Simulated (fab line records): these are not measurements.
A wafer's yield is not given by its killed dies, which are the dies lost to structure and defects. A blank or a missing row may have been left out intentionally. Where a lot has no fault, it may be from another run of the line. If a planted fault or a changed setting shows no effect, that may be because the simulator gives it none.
Matching of chambers | flow nand-harc | NHARC_A_STAIRCASE_ETCH_313 on rie-diel-02: 4 sister chambers
The step etches the open film in CF4/CHF3. 4 wafers are shown with their chamber, then 7 later ones without.

## WAFERS WITH THEIR CHAMBER
wafer  | chamber | drypump-motor-current-A (A)
L077.3 | 0       | 5.1
L081.5 | 3       | 6.1
L082.1 | 1       | 6.0
L082.2 | 2       | 5.9

## WAFERS WITHOUT THEIR CHAMBER
wafer  | drypump-motor-current-A (A)
L082.5 | 6.2
L093.1 | 5.1
L093.3 | 5.9
L093.6 | 6.2
L096.1 | 6.0
L096.2 | 5.1
L096.6 | 5.9

## WHICH CHAMBER EACH WENT THROUGH
wafer  | from the rows above          | in truth
L082.5 | can't be placed: 3 or 1      | 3
L093.1 | 0                            | 0
L093.3 | can't be placed: 2 or 1      | 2
L093.6 | can't be placed: 3 or 1      | 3
L096.1 | can't be placed: 1 or 2 or 3 | 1
L096.2 | 0                            | 0
L096.6 | can't be placed: 2 or 1      | 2
Correct placement for 2 of the 7. These rows do not allow placing 5 (true chamber among the candidates in 5). Number placed wrongly: 0.
How it was worked out, from the rows above alone: a wafer's distance from a chamber is the root of the sum, over the readings, of the square of ((its reading less the chamber's mean) divided by the reading's scatter). The wafer belongs to the nearest chamber; if the next one is less than 2 further off, it can't be placed. Each chamber's mean is taken over the wafers shown for it. The scatter: root of mean squared gap, hidden wafer to nearest shown wafer, with one shown wafer a chamber.
